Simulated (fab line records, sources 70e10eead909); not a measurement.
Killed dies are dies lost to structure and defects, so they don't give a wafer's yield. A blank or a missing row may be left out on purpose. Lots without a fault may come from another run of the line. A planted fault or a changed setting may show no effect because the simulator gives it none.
fab line records | flow nand_harc
record lots=24 wafers=72 last_day=33
route steps=1302 shown A_CHANNEL_HOLE_D2@592 A_STAIRCASE@675
lots that met no fault: from a run of the same line without faults
start_h: hours from the record's first day to the start of the lot's first wafer shown | wait_h: hours since the lot's step before | " the same as in the row above | L1.1+2: a row that stands for several wafers | - no value, or no start given | * or withheld: withheld | < > ~ a bound
route shown NAME@n: a module of which the file shows steps, and the number in the route of the first | usual: mean/standard deviation of fault-free wafers | same: alike in all rows | chamber/n: place in a boat | sites: the reading at each site | _std_site: their standard deviation | _edge_site: outer sites' mean less inner sites' | radius_mm: how far each site lies from the wafer's centre | mask NAME#n: copy n | behind: the tool/chamber that last shaped the wafer | hold: why the lot was held/for how many hours/how that ended | device: the transistor (n, p or np) that didn't switch | end of line: the same wafers' tests at the end of the route | a step without rows: its recipe alone | killed: dies lost to structure and defects at the first sort, not the wafer's yield | map: a wafer's dies, x killed, . not, _ none there
set.NAME: the setting as run; set.NAME@STEP: as run at that earlier step | model.NAME: the simulator's own value behind a step, which no gauge read
steps of the route over a sample of lots; a table a step, a row a wafer
services: from which hour (start_h, from the record's first day; less than 0 if before it) a tool's chamber was out of use, for how many hours, and why
## steps
# step NHARC_A_CHANNEL_HOLE_D2_ETCH_20
# recipe bias_v=3000 source_w=withheld pressure_mtorr=20 time_s=361.9 ar_flow_sccm=375 c4f8_flow_sccm=89.3 o2_flow_sccm=35.7 temp_c=-20 target_depth_a=16000 chemistry=C4F8/O2/Ar
# usual drypump_motor_current_A=5.9/0.35 showerhead_plenum_p_Torr=3.68/0.15 throttle_valve_pct=32.153/0.0094
# columns lot.wafer tool chamber start_h wait_h drypump_motor_current_A rf_hours_counter_h showerhead_plenum_p_Torr throttle_valve_pct
L074.1 har_etch-02 1 306.26 0.1 5.7 356 3.62 32.156
L074.2 " 0 " " 5.5 371 3.54 32.151
L074.3 " 1 " " 5.7 - 3.62 32.160
L075.1 har_etch-01 1 308.05 0.1 6.1 157 3.70 32.159
L075.3 " 1 " " 6.1 - 3.70 32.148
L075.5 " 0 " " 6.4 - 3.58 32.154
L076.1 har_etch-01 0 323.15 0.1 6.4 165 3.57 32.143
L076.4 " 1 " " 6.1 - 3.69 32.159
L076.5 " 0 " " 6.4 - 3.57 32.138
L077.2 har_etch-02 0 334.66 0.1 5.5 386 3.53 32.171
L077.4 " 0 " " 5.5 - 3.53 32.159
L077.6 " 1 " " 5.8 - 3.61 32.164
L078.2 har_etch-01 1 340.52 0.1 6.1 176 3.69 32.148
L078.1 " 0 " " 6.4 176 3.57 32.153
L078.3 " 0 " " 6.4 - 3.57 32.140
L079.1 har_etch-02 1 345.80 0.1 5.8 379 3.60 32.152
L079.2 " 0 " " 5.5 394 3.52 32.148
L079.3 " 0 " " 5.5 - 3.52 32.144
L080.1 har_etch-01 0 356.09 0.1 6.4 184 3.56 32.149
L080.2 " 1 " " 6.1 184 3.68 32.155
L080.6 " 0 " " 6.4 - 3.56 32.151
L081.1 har_etch-02 0 364.96 0.1 5.5 405 3.52 32.148
L081.3 " 0 " " 5.5 - 3.52 32.161
L081.5 " 0 " " 5.5 - 3.52 32.151
L082.2 har_etch-02 0 375.45 0.1 5.5 413 3.51 32.156
L082.1 " 1 " " 5.7 398 3.59 32.146
L082.3 " 0 " " 5.5 - 3.51 32.156
L083.1 har_etch-01 0 376.68 0.1 6.4 199 3.55 32.159
L083.2 " 1 " " 6.1 199 3.67 32.174
L083.6 " 0 " " 6.4 - 3.55 32.157
L085.1 har_etch-01 0 400.62 0.1 6.4 218 3.54 32.171
L085.4 " 1 " " 6.1 - 3.66 32.163
L085.5 " 0 " " 6.4 - 3.54 32.145
L084.2 har_etch-02 1 404.29 0.1 5.8 4 3.93 32.153
L084.3 " 1 " " 5.8 - 3.93 32.149
L084.6 " 0 " " 5.5 - 3.93 32.168
L086.2 har_etch-01 1 417.37 0.1 6.1 230 3.66 32.138
L086.1 " 0 " " 6.4 230 3.54 32.155
L086.5 " 0 " " 6.5 - 3.54 32.155
L087.2 har_etch-02 1 439.18 0.1 5.7 19 3.92 32.149
L087.1 " 0 " " 5.5 19 3.92 32.157
L087.4 " 0 " " 5.5 - 3.92 32.175
L089.2 har_etch-02 1 447.52 0.1 5.8 27 3.92 32.155
L089.1 " 0 " " 5.5 27 3.92 32.177
L089.6 " 0 " " 5.5 - 3.92 32.147
L088.2 har_etch-01 1 449.45 0.1 6.1 249 3.65 32.154
L088.4 " 1 " " 6.1 - 3.65 32.155
L088.5 " 1 " " 6.1 - 3.65 32.143
L091.2 har_etch-01 0 467.74 0.1 6.4 257 3.52 32.147
L091.3 " 1 " " 6.1 - 3.64 32.149
L091.4 " 0 " " 6.4 - 3.52 32.156
L090.1 har_etch-02 1 467.77 0.1 5.7 38 3.91 32.154
L090.3 " 1 " " 5.7 - 3.91 32.154
L090.6 " 1 " " 5.8 - 3.91 32.165
L092.2 har_etch-01 0 496.21 0.1 6.4 272 3.52 32.147
L092.4 " 1 " " 6.1 - 3.64 32.173
L092.3 " 0 " " 6.4 - 3.52 32.158
L093.1 har_etch-02 1 498.48 0.1 5.8 53 3.90 32.134
L093.3 " 0 " " 5.5 - 3.90 32.137
L093.4 " 1 " " 5.7 - 3.90 32.149
L095.2 har_etch-01 1 500.31 0.1 6.1 276 3.63 32.138
L095.1 " 0 " " 6.4 276 3.51 32.132
L095.5 " 0 " " 6.4 - 3.51 32.157
L094.1 har_etch-02 0 505.67 0.1 5.5 57 3.90 32.150
L094.3 " 0 " " 5.5 - 3.90 32.142
L094.6 " 0 " " 5.5 - 3.90 32.154
L096.2 har_etch-01 0 506.22 0.1 6.4 280 3.51 32.153
L096.1 " 1 " " 6.1 280 3.63 32.151
L096.5 " 1 " " 6.1 - 3.63 32.159
L097.2 har_etch-02 0 523.71 0.1 5.5 72 3.89 32.150
L097.4 " 0 " " 5.5 - 3.89 32.159
L097.3 " 1 " " 5.7 - 3.89 32.150
# step NHARC_A_CHANNEL_HOLE_D2_ETCH_25
# recipe bias_v=5000 source_w=withheld pressure_mtorr=20 time_s=1040.2 ar_flow_sccm=375 c4f8_flow_sccm=93.8 o2_flow_sccm=31.2 temp_c=-20 target_depth_a=15000 chemistry=C4F8/O2/Ar
# usual drypump_motor_current_A=5.9/0.35 showerhead_plenum_p_Torr=3.68/0.15 throttle_valve_pct=32.236/0.0091
# columns lot.wafer tool chamber start_h wait_h drypump_motor_current_A rf_hours_counter_h showerhead_plenum_p_Torr throttle_valve_pct
L074.1 har_etch-02 1 309.04 0.6 5.8 359 3.61 32.251
L074.2 " 0 " " 5.5 373 3.53 32.240
L074.3 " 1 " " 5.8 - 3.61 32.245
L075.1 har_etch-01 1 310.84 0.6 6.1 160 3.69 32.222
L075.3 " 1 " " 6.1 - 3.69 32.228
L075.5 " 0 " " 6.4 - 3.57 32.246
L076.1 har_etch-01 0 326.01 0.7 6.4 168 3.57 32.249
L076.4 " 1 " " 6.1 - 3.69 32.242
L076.5 " 0 " " 6.4 - 3.57 32.227
L077.2 har_etch-02 0 337.42 0.6 5.5 389 3.52 32.225
L077.4 " 0 " " 5.5 - 3.52 32.225
L077.6 " 1 " " 5.8 - 3.60 32.227
L078.2 har_etch-01 1 343.30 0.6 6.1 179 3.68 32.217
L078.1 " 0 " " 6.4 179 3.56 32.231
L078.3 " 0 " " 6.4 - 3.56 32.243
L079.1 har_etch-02 1 348.60 0.6 5.8 382 3.60 32.229
L079.2 " 0 " " 5.5 396 3.52 32.231
L079.3 " 0 " " 5.5 - 3.52 32.223
L080.1 har_etch-01 0 358.89 0.6 6.4 187 3.56 32.248
L080.2 " 1 " " 6.1 187 3.68 32.227
L080.6 " 0 " " 6.4 - 3.56 32.231
L081.1 har_etch-02 0 367.83 0.7 5.5 408 3.51 32.244
L081.3 " 0 " " 5.5 - 3.51 32.220
L081.5 " 0 " " 5.5 - 3.51 32.248
L082.2 har_etch-02 0 378.22 0.6 5.5 416 3.51 32.234
L082.1 " 1 " " 5.7 401 3.59 32.232
L082.3 " 0 " " 5.5 - 3.51 32.230
L083.1 har_etch-01 0 379.48 0.6 6.5 202 3.55 32.230
L083.2 " 1 " " 6.1 202 3.67 32.257
L083.6 " 0 " " 6.5 - 3.55 32.239
L085.1 har_etch-01 0 403.47 0.7 6.4 221 3.54 32.222
L085.4 " 1 " " 6.1 - 3.66 32.221
L085.5 " 0 " " 6.4 - 3.54 32.228
L084.2 har_etch-02 1 407.19 0.7 5.8 7 3.92 32.231
L084.3 " 1 " " 5.7 - 3.92 32.226
L084.6 " 0 " " 5.5 - 3.92 32.228
L086.2 har_etch-01 1 420.17 0.6 6.1 233 3.65 32.247
L086.1 " 0 " " 6.4 233 3.53 32.238
L086.5 " 0 " " 6.4 - 3.53 32.231
L087.2 har_etch-02 1 441.98 0.6 5.7 22 3.92 32.226
L087.1 " 0 " " 5.5 22 3.92 32.229
L087.4 " 0 " " 5.5 - 3.92 32.237
L089.2 har_etch-02 1 450.30 0.6 5.7 29 3.91 32.246
L089.1 " 0 " " 5.5 29 3.91 32.239
L089.6 " 0 " " 5.5 - 3.91 32.240
L088.2 har_etch-01 1 452.22 0.6 6.1 252 3.64 32.247
L088.4 " 1 " " 6.1 - 3.64 32.230
L088.5 " 1 " " 6.1 - 3.64 32.241
L091.2 har_etch-01 0 470.62 0.7 6.4 259 3.52 32.243
L091.3 " 1 " " 6.1 - 3.64 32.236
L091.4 " 0 " " 6.4 - 3.52 32.245
L090.1 har_etch-02 1 470.66 0.7 5.8 41 3.90 32.233
L090.3 " 1 " " 5.8 - 3.90 32.231
L090.6 " 1 " " 5.8 - 3.90 32.253
L092.2 har_etch-01 0 499.09 0.7 6.4 275 3.51 32.242
L092.4 " 1 " " 6.1 - 3.63 32.229
L092.3 " 0 " " 6.4 - 3.51 32.232
L093.1 har_etch-02 1 501.37 0.7 5.7 56 3.90 32.234
L093.3 " 0 " " 5.5 - 3.90 32.229
L093.4 " 1 " " 5.8 - 3.90 32.240
L095.2 har_etch-01 1 503.09 0.6 6.1 279 3.63 32.230
L095.1 " 0 " " 6.4 279 3.51 32.227
L095.5 " 0 " " 6.4 - 3.51 32.254
L094.1 har_etch-02 0 508.44 0.6 5.5 60 3.89 32.241
L094.3 " 0 " " 5.5 - 3.89 32.225
L094.6 " 0 " " 5.5 - 3.89 32.233
L096.2 har_etch-01 0 509.04 0.6 6.4 283 3.51 32.231
L096.1 " 1 " " 6.1 283 3.63 32.227
L096.5 " 1 " " 6.1 - 3.62 32.240
L097.2 har_etch-02 0 526.51 0.6 5.5 75 3.89 32.240
L097.4 " 0 " " 5.5 - 3.88 32.233
L097.3 " 1 " " 5.7 - 3.89 32.240
# step NHARC_A_CHANNEL_HOLE_D2_ETCH_27
# recipe bias_v=400 source_w=2000 pressure_mtorr=25 time_s=90 ar_flow_sccm=375 c4f8_flow_sccm=41.7 o2_flow_sccm=83.3 temp_c=-20 target_depth_a=4000 chemistry=C4F8/O2/Ar
# usual drypump_motor_current_A=5.9/0.35 rf_fwd_power_W=1988/6.6 showerhead_plenum_p_Torr=3.72/0.16 throttle_valve_pct=27.620/0.0095
# columns lot.wafer tool chamber start_h wait_h drypump_motor_current_A rf_fwd_power_W rf_hours_counter_h showerhead_plenum_p_Torr throttle_valve_pct
L074.1 har_etch-02 1 310.11 0.2 5.8 1996 360 3.65 27.635
L074.2 " 0 " " 5.5 1997 374 3.57 27.631
L074.3 " 1 " " 5.7 1996 - 3.65 27.627
L075.1 har_etch-01 1 311.93 0.2 6.1 1999 161 3.73 27.630
L075.3 " 1 " " 6.1 1992 - 3.73 27.612
L075.5 " 0 " " 6.4 1986 - 3.61 27.619
L076.1 har_etch-01 0 326.97 0.2 6.4 1981 169 3.61 27.632
L076.4 " 1 " " 6.2 1989 - 3.73 27.616
L076.5 " 0 " " 6.4 1971 - 3.61 27.614
L077.2 har_etch-02 0 338.50 0.2 5.5 1983 390 3.56 27.607
L077.4 " 0 " " 5.5 1979 - 3.56 27.631
L077.6 " 1 " " 5.8 1994 - 3.64 27.633
L078.2 har_etch-01 1 344.37 0.2 6.1 1984 180 3.72 27.625
L078.1 " 0 " " 6.5 1986 180 3.60 27.630
L078.3 " 0 " " 6.5 1969 - 3.60 27.623
L079.1 har_etch-02 1 349.67 0.2 5.8 1998 383 3.64 27.619
L079.2 " 0 " " 5.5 1992 397 3.56 27.607
L079.3 " 0 " " 5.5 1986 - 3.56 27.623
L080.1 har_etch-01 0 359.97 0.2 6.4 1990 188 3.59 27.624
L080.2 " 1 " " 6.1 1981 188 3.72 27.628
L080.6 " 0 " " 6.4 1995 - 3.59 27.620
L081.1 har_etch-02 0 368.80 0.2 5.5 1986 409 3.55 27.617
L081.3 " 0 " " 5.5 1988 - 3.55 27.632
L081.5 " 0 " " 5.5 1990 - 3.55 27.629
L082.2 har_etch-02 0 379.32 0.2 5.5 1983 417 3.55 27.633
L082.1 " 1 " " 5.8 2001 402 3.63 27.615
L082.3 " 0 " " 5.5 1985 - 3.54 27.633
L083.1 har_etch-01 0 380.55 0.2 6.4 1982 203 3.59 27.606
L083.2 " 1 " " 6.1 1991 203 3.71 27.615
L083.6 " 0 " " 6.4 1984 - 3.59 27.619
L085.1 har_etch-01 0 404.43 0.2 6.4 1993 222 3.58 27.626
L085.4 " 1 " " 6.1 1985 - 3.70 27.617
L085.5 " 0 " " 6.4 1985 - 3.58 27.609
L084.2 har_etch-02 1 408.15 0.2 5.7 1994 8 3.98 27.608
L084.3 " 1 " " 5.8 1991 - 3.98 27.623
L084.6 " 0 " " 5.5 1994 - 3.98 27.610
L086.2 har_etch-01 1 421.25 0.2 6.1 1987 233 3.69 27.600
L086.1 " 0 " " 6.4 1982 233 3.57 27.621
L086.5 " 0 " " 6.4 1985 - 3.57 27.611
L087.2 har_etch-02 1 443.06 0.2 5.8 1994 23 3.97 27.638
L087.1 " 0 " " 5.5 1987 23 3.97 27.627
L087.4 " 0 " " 5.5 1984 - 3.97 27.625
L089.2 har_etch-02 1 451.37 0.2 5.8 1988 30 3.96 27.631
L089.1 " 0 " " 5.5 1989 30 3.96 27.637
L089.6 " 0 " " 5.5 1990 - 3.96 27.607
L088.2 har_etch-01 1 453.30 0.2 6.1 2004 253 3.68 27.614
L088.4 " 1 " " 6.1 1996 - 3.68 27.602
L088.5 " 1 " " 6.1 1983 - 3.68 27.604
L091.2 har_etch-01 0 471.59 0.2 6.4 1972 260 3.56 27.619
L091.3 " 1 " " 6.1 1994 - 3.68 27.613
L091.4 " 0 " " 6.4 1979 - 3.56 27.625
L090.1 har_etch-02 1 471.63 0.2 5.8 1979 42 3.96 27.631
L090.3 " 1 " " 5.7 1989 - 3.96 27.634
L090.6 " 1 " " 5.8 1986 - 3.96 27.615
L092.2 har_etch-01 0 500.05 0.2 6.4 1978 276 3.55 27.613
L092.4 " 1 " " 6.1 1981 - 3.67 27.628
L092.3 " 0 " " 6.4 1980 - 3.55 27.610
L093.1 har_etch-02 1 502.33 0.2 5.7 1992 57 3.95 27.618
L093.3 " 0 " " 5.5 1986 - 3.95 27.625
L093.4 " 1 " " 5.7 1993 - 3.95 27.601
L095.2 har_etch-01 1 504.16 0.2 6.1 1991 280 3.67 27.631
L095.1 " 0 " " 6.4 1981 280 3.54 27.620
L095.5 " 0 " " 6.4 1979 - 3.55 27.625
L094.1 har_etch-02 0 509.53 0.2 5.5 1989 61 3.95 27.627
L094.3 " 0 " " 5.5 2001 - 3.95 27.623
L094.6 " 0 " " 5.5 1989 - 3.94 27.632
L096.2 har_etch-01 0 510.11 0.2 6.4 1989 283 3.54 27.647
L096.1 " 1 " " 6.1 1996 283 3.67 27.638
L096.5 " 1 " " 6.1 1991 - 3.67 27.624
L097.2 har_etch-02 0 527.59 0.2 5.5 1995 76 3.94 27.634
L097.4 " 0 " " 5.5 1996 - 3.94 27.613
L097.3 " 1 " " 5.7 1993 - 3.94 27.624
# step NHARC_A_STAIRCASE_ETCH_19
# recipe target_depth_a=1000 time_s=40.5 ion_energy_ev=400 c4f8_flow_sccm=20 o2_flow_sccm=10 ar_flow_sccm=withheld rf_w=600 bias_w=1000 chemistry=C4F8/O2
# usual oes_product_au=0.942/0.01 rf_fwd_power_W=594.0/2.2 rf_vpp_V=896/6.9
# columns lot.wafer tool chamber start_h wait_h oes_product_au rf_fwd_power_W rf_hours_counter_h rf_vpp_V
L075.1 rie_diel-04 3 - - 0.939 591.6 1 893
L075.3 " 1 " " 0.938 592.9 1 886
L075.5 " 3 " " 0.949 593.0 - 894
L074.3 rie_diel-01 0 - - 0.948 593.1 44 892
L074.1 " 2 " " 0.945 592.1 51 900
L074.2 " 3 " " 0.951 597.5 48 887
L076.4 rie_diel-04 1 - - 0.943 590.2 3 887
L076.1 " 0 " " 0.936 592.7 3 903
L076.5 " 1 " " 0.942 589.8 - 888
L077.4 rie_diel-09 2 - - 0.946 596.3 24 888
L077.2 " 3 " " 0.959 596.6 27 904
L077.6 " 1 " " 0.947 594.8 - 900
L078.2 rie_diel-04 2 - - 0.909 595.3 13 887
L078.3 " 0 " " 0.925 597.5 9 904
L078.1 " 1 " " 0.931 591.2 12 887
L079.3 rie_diel-04 0 - - 0.928 593.3 10 905
L079.1 " 1 " " 0.950 591.2 13 888
L079.2 " 3 " " 0.959 590.6 10 893
L080.2 rie_diel-01 3 - - 0.932 593.4 9 905
L080.1 " 0 " " 0.939 593.3 11 893
L080.6 " 3 " " 0.937 592.7 - 905
L081.1 rie_diel-04 0 - - 0.956 594.4 18 904
L081.3 " 2 " " 0.938 595.6 23 890
L081.5 " 0 " " 0.948 591.3 - 904
L082.3 rie_diel-09 1 - - 0.941 594.7 31 900
L082.1 " 2 " " 0.939 598.9 35 887
L082.2 " 3 " " 0.952 592.1 37 905
L083.2 rie_diel-09 3 - - 0.944 595.2 37 905
L083.1 " 1 " " 0.950 595.7 31 901
L083.6 " 3 " " 0.962 593.4 - 905
L085.1 rie_diel-09 2 - - 0.946 593.8 46 888
L085.4 " 0 " " 0.930 595.2 42 887
L085.5 " 1 " " 0.952 594.3 - 900
L084.3 rie_diel-04 0 - - 0.938 595.6 23 904
L084.2 " 3 " " 0.947 594.6 34 893
L084.6 " 2 " " 0.935 595.1 - 888
L086.2 rie_diel-01 2 - - 0.968 592.5 28 899
L086.1 " 3 " " 0.945 594.0 25 906
L086.5 " 3 " " 0.948 595.7 - 904
L087.1 rie_diel-01 0 - - 0.932 596.0 35 891
L087.2 " 2 " " 0.965 590.9 37 900
L087.4 " 3 " " 0.938 595.7 32 904
L088.4 rie_diel-04 0 - - 0.942 596.0 42 902
L088.2 " 1 " " 0.936 594.4 50 887
L088.5 " 3 " " 0.941 589.9 - 894
L089.1 rie_diel-01 2 - - 0.933 594.8 38 900
L089.2 " 0 " " 0.931 597.7 37 892
L089.6 " 2 " " 0.940 592.9 - 899
L090.1 rie_diel-01 3 - - 0.945 597.4 41 905
L090.3 " 0 " " 0.940 593.8 43 892
L090.6 " 2 " " 0.959 594.3 - 899
L091.3 rie_diel-01 0 - - 0.945 596.5 43 892
L091.2 " 1 " " 0.920 595.6 48 890
L091.4 " 2 " " 0.962 596.1 46 899
L093.1 rie_diel-09 0 - - 0.931 594.9 15 905
L093.3 " 1 " " 0.954 592.6 18 901
L093.4 " 3 " " 0.940 592.2 13 904
L092.2 rie_diel-01 2 - - 0.951 596.4 56 899
L092.3 " 3 " " 0.947 594.0 50 904
L092.4 " 0 " " 0.952 594.5 52 891
L095.1 rie_diel-09 0 - - 0.948 593.2 18 905
L095.2 " 1 " " 0.928 597.7 21 899
L095.5 " 3 " " 0.956 593.0 - 905
L094.3 rie_diel-04 1 - - 0.951 592.4 9 905
L094.1 " 3 " " 0.939 592.0 7 892
L094.6 " 1 " " 0.937 592.7 - 907
L096.1 rie_diel-04 3 - - 0.941 591.3 7 891
L096.2 " 1 " " 0.939 588.0 9 906
L096.5 " 0 " " 0.926 594.1 - 903
L097.2 rie_diel-04 2 - - 0.951 594.8 12 888
L097.3 " 3 " " 0.953 590.0 13 893
L097.4 " 0 " " 0.931 595.9 17 902
# step NHARC_A_STAIRCASE_ETCH_21
# recipe target_depth_a=1000 time_s=40.5 ion_energy_ev=400 c4f8_flow_sccm=20 o2_flow_sccm=10 ar_flow_sccm=withheld rf_w=600 bias_w=1000 chemistry=C4F8/O2
# usual oes_product_au=0.949/0.016 rf_fwd_power_W=593.9/2.2 rf_vpp_V=896/7.3
# columns lot.wafer tool chamber start_h wait_h oes_product_au rf_fwd_power_W rf_hours_counter_h rf_vpp_V
L075.3 rie_diel-09 3 - - 0.959 591.6 16 905
L075.1 " 1 " " 0.971 593.7 14 902
L075.5 " 2 " " 0.973 597.2 - 890
L074.3 rie_diel-04 2 - - 0.969 596.9 1 888
L074.2 " 0 " " 0.953 593.9 1 904
L074.1 " 1 " " 0.971 588.4 1 887
L076.4 rie_diel-04 0 - - 0.935 592.0 3 904
L076.1 " 1 " " 0.943 590.4 3 889
L076.5 " 2 " " 0.947 596.7 - 888
L077.2 rie_diel-01 2 - - 0.956 590.9 6 900
L077.4 " 0 " " 0.939 594.7 6 892
L077.6 " 1 " " 0.945 598.9 - 890
L078.1 rie_diel-04 0 - - 0.932 596.7 10 904
L078.3 " 2 " " 0.951 595.0 13 888
L078.2 " 3 " " 0.952 591.1 10 894
L079.3 rie_diel-09 3 - - 0.927 594.7 28 905
L079.2 " 0 " " 0.932 593.9 26 887
L079.1 " 2 " " 0.922 594.0 25 887
L080.1 rie_diel-01 2 - - 0.955 595.5 11 899
L080.2 " 3 " " 0.942 597.3 10 908
L080.6 " 2 " " 0.953 596.8 - 899
L081.3 rie_diel-09 3 - - 0.980 591.9 33 905
L081.1 " 1 " " 0.967 591.6 26 900
L081.5 " 0 " " 0.959 593.3 - 888
L082.2 rie_diel-01 0 - - 0.947 595.1 17 892
L082.3 " 1 " " 0.949 596.5 19 892
L082.1 " 2 " " 0.953 591.5 17 899
L083.1 rie_diel-09 2 - - 0.932 593.1 36 889
L083.2 " 3 " " 0.935 593.3 37 904
L083.6 " 1 " " 0.938 591.1 - 901
L085.1 rie_diel-01 3 - - 0.953 596.8 19 907
L085.5 " 1 " " 0.944 590.8 - 891
L085.4 " 3 " " 0.953 595.3 - 904
L084.3 rie_diel-09 1 - - 0.967 592.4 41 901
L084.2 " 2 " " 0.974 594.5 47 887
L084.6 " 2 " " 0.979 593.2 - 887
L086.1 rie_diel-01 2 - - 0.961 590.2 28 899
L086.2 " 3 " " 0.935 594.2 25 906
L086.5 " 3 " " 0.947 594.0 - 905
L087.1 rie_diel-01 2 - - 0.952 594.4 37 899
L087.4 " 0 " " 0.928 593.6 36 890
L087.2 " 1 " " 0.927 597.5 40 891
L088.4 rie_diel-04 1 - - 0.948 590.1 50 887
L088.2 " 2 " " 0.929 594.3 51 888
L088.5 " 2 " " 0.927 594.8 - 887
L089.1 rie_diel-01 0 - - 0.934 595.1 37 894
L089.2 " 2 " " 0.952 595.1 38 899
L089.6 " 0 " " 0.942 593.7 - 892
L090.1 rie_diel-09 1 - - 0.983 593.3 7 899
L090.3 " 3 " " 0.973 595.4 5 904
L090.6 " 1 " " 0.997 591.8 - 899
L091.3 rie_diel-01 3 - - 0.942 595.1 42 907
L091.2 " 0 " " 0.941 594.0 44 891
L091.4 " 1 " " 0.938 592.4 48 892
L093.4 rie_diel-09 1 - - 0.950 593.0 19 900
L093.1 " 3 " " 0.946 593.1 13 903
L093.3 " 0 " " 0.951 593.5 15 906
L092.2 rie_diel-01 1 - - 0.939 594.8 57 890
L092.3 " 2 " " 0.950 593.0 56 898
L092.4 " 0 " " 0.928 595.0 52 892
L095.1 rie_diel-09 0 - - 0.944 595.1 18 906
L095.2 " 1 " " 0.933 593.2 21 901
L095.5 " 3 " " 0.947 593.8 - 906
L094.1 rie_diel-04 2 - - 0.938 595.6 7 888
L094.3 " 1 " " 0.950 590.9 9 906
L094.6 " 2 " " 0.934 596.3 - 889
L096.2 rie_diel-09 0 - - 0.933 596.4 19 905
L096.1 " 1 " " 0.941 595.8 22 900
L096.5 " 0 " " 0.927 595.5 - 906
L097.4 rie_diel-04 1 - - 0.939 589.9 16 907
L097.3 " 2 " " 0.932 595.3 12 885
L097.2 " 3 " " 0.941 590.5 13 892
# step NHARC_A_STAIRCASE_ETCH_27
# recipe target_depth_a=1000 time_s=40.5 ion_energy_ev=400 c4f8_flow_sccm=20 o2_flow_sccm=10 ar_flow_sccm=withheld rf_w=600 bias_w=1000 chemistry=C4F8/O2
# usual oes_product_au=0.943/0.009 rf_fwd_power_W=593.9/2.1 rf_vpp_V=896/7.2
# columns lot.wafer tool chamber start_h wait_h oes_product_au rf_fwd_power_W rf_hours_counter_h rf_vpp_V
L075.3 rie_diel-09 0 - - 0.934 595.1 17 887
L075.1 " 1 " " 0.937 589.7 14 901
L075.5 " 0 " " 0.931 596.4 - 887
L074.1 rie_diel-04 0 - - 0.951 596.8 1 902
L074.3 " 1 " " 0.947 590.2 1 887
L074.2 " 2 " " 0.930 592.3 1 889
L076.4 rie_diel-04 1 - - 0.943 588.6 4 887
L076.1 " 2 " " 0.947 596.3 4 890
L076.5 " 1 " " 0.940 592.8 - 887
L077.4 rie_diel-01 1 - - 0.941 594.9 9 891
L077.2 " 3 " " 0.928 591.8 6 905
L077.6 " 2 " " 0.948 592.0 - 899
L078.3 rie_diel-04 2 - - 0.933 593.4 14 888
L078.2 " 3 " " 0.944 591.7 11 892
L078.1 " 1 " " 0.962 587.4 13 888
L079.1 rie_diel-09 3 - - 0.945 593.6 29 906
L079.2 " 0 " " 0.935 593.8 27 886
L079.3 " 1 " " 0.942 595.9 23 901
L080.2 rie_diel-01 0 - - 0.948 593.1 12 892
L080.1 " 2 " " 0.956 592.4 12 898
L080.6 " 0 " " 0.954 593.9 - 893
L081.3 rie_diel-09 3 - - 0.923 590.2 34 906
L081.1 " 0 " " 0.944 594.8 31 886
L081.5 " 2 " " 0.930 595.3 - 889
L082.2 rie_diel-01 1 - - 0.934 590.2 19 891
L082.1 " 2 " " 0.961 596.6 18 900
L082.3 " 3 " " 0.947 597.2 12 905
L083.1 rie_diel-09 1 - - 0.948 593.4 31 899
L083.2 " 3 " " 0.938 591.7 38 905
L083.6 " 1 " " 0.942 593.4 - 901
L085.1 rie_diel-01 3 - - 0.953 596.5 19 906
L085.5 " 1 " " 0.946 592.3 - 890
L085.4 " 2 " " 0.959 592.2 - 899
L084.3 rie_diel-09 1 - - 0.950 592.7 41 900
L084.2 " 3 " " 0.943 591.1 47 904
L084.6 " 1 " " 0.949 594.8 - 901
L086.1 rie_diel-01 3 - - 0.948 595.8 25 905
L086.2 " 1 " " 0.938 596.6 30 889
L086.5 " 0 " " 0.942 594.7 - 891
L087.1 rie_diel-01 0 - - 0.943 594.1 36 892
L087.2 " 2 " " 0.949 593.4 37 900
L087.4 " 3 " " 0.952 596.3 32 904
L088.2 rie_diel-04 1 - - 0.940 594.0 51 887
L088.4 " 0 " " 0.932 593.7 43 902
L088.5 " 2 " " 0.922 595.3 - 887
L089.2 rie_diel-01 3 - - 0.941 592.0 34 904
L089.1 " 2 " " 0.946 594.0 38 899
L089.6 " 0 " " 0.942 594.2 - 892
L090.3 rie_diel-09 0 - - 0.937 592.3 7 906
L090.1 " 3 " " 0.952 594.9 6 904
L090.6 " 0 " " 0.936 593.6 - 906
L091.2 rie_diel-01 2 - - 0.953 597.4 47 900
L091.4 " 0 " " 0.948 594.8 44 892
L091.3 " 1 " " 0.937 594.1 48 890
L093.3 rie_diel-09 0 - - 0.941 593.4 16 905
L093.1 " 1 " " 0.952 593.5 19 901
L093.4 " 2 " " 0.954 596.8 17 888
L092.2 rie_diel-01 3 - - 0.945 596.6 50 905
L092.3 " 0 " " 0.935 594.0 52 893
L092.4 " 1 " " 0.931 593.2 58 889
L095.1 rie_diel-09 2 - - 0.939 594.5 20 888
L095.2 " 3 " " 0.932 591.7 17 904
L095.5 " 2 " " 0.935 594.2 - 887
L094.1 rie_diel-04 1 - - 0.938 589.8 9 905
L094.3 " 2 " " 0.932 595.1 7 886
L094.6 " 1 " " 0.944 588.3 - 905
L096.2 rie_diel-09 3 - - 0.948 594.3 19 904
L096.1 " 2 " " 0.942 593.2 24 887
L096.5 " 2 " " 0.944 591.9 - 888
L097.4 rie_diel-04 2 - - 0.921 594.5 13 887
L097.3 " 3 " " 0.954 590.7 13 892
L097.2 " 0 " " 0.942 593.5 17 902
## services
# columns tool chamber start_h hours kind
rie_diel-09 3 298.81 1.7 repair
rie_diel-09 - 320.12 9.0 pm
rie_diel-09 1 344.73 7.1 repair
rie_diel-04 - 356.00 9.0 pm
har_etch-02 - 379.51 17.0 pm
har_etch-02 0 379.51 17.0 vent_cycle
har_etch-02 1 379.51 17.0 vent_cycle
rie_diel-01 - 380.93 9.0 pm
har_etch-02 0 396.51 - clean
har_etch-02 0 396.51 - consumable_replace:focus_ring
har_etch-02 0 396.51 - consumable_replace:showerhead
rie_diel-09 1 404.93 4.2 repair
rie_diel-01 3 419.12 9.8 repair
rie_diel-04 0 422.55 17.5 repair
har_etch-02 - 429.97 2.9 repair
rie_diel-09 - 442.47 0.2 repair
rie_diel-01 0 458.27 3.5 repair
rie_diel-04 1 460.53 6.7 repair
rie_diel-09 0 490.75 6.1 repair
rie_diel-09 - 497.12 9.0 pm
rie_diel-04 0 508.72 4.9 repair
rie_diel-04 - 533.00 9.0 pm
rie_diel-01 - 557.93 9.0 pm
rie_diel-09 0 567.71 13.4 repair
## key
fault none
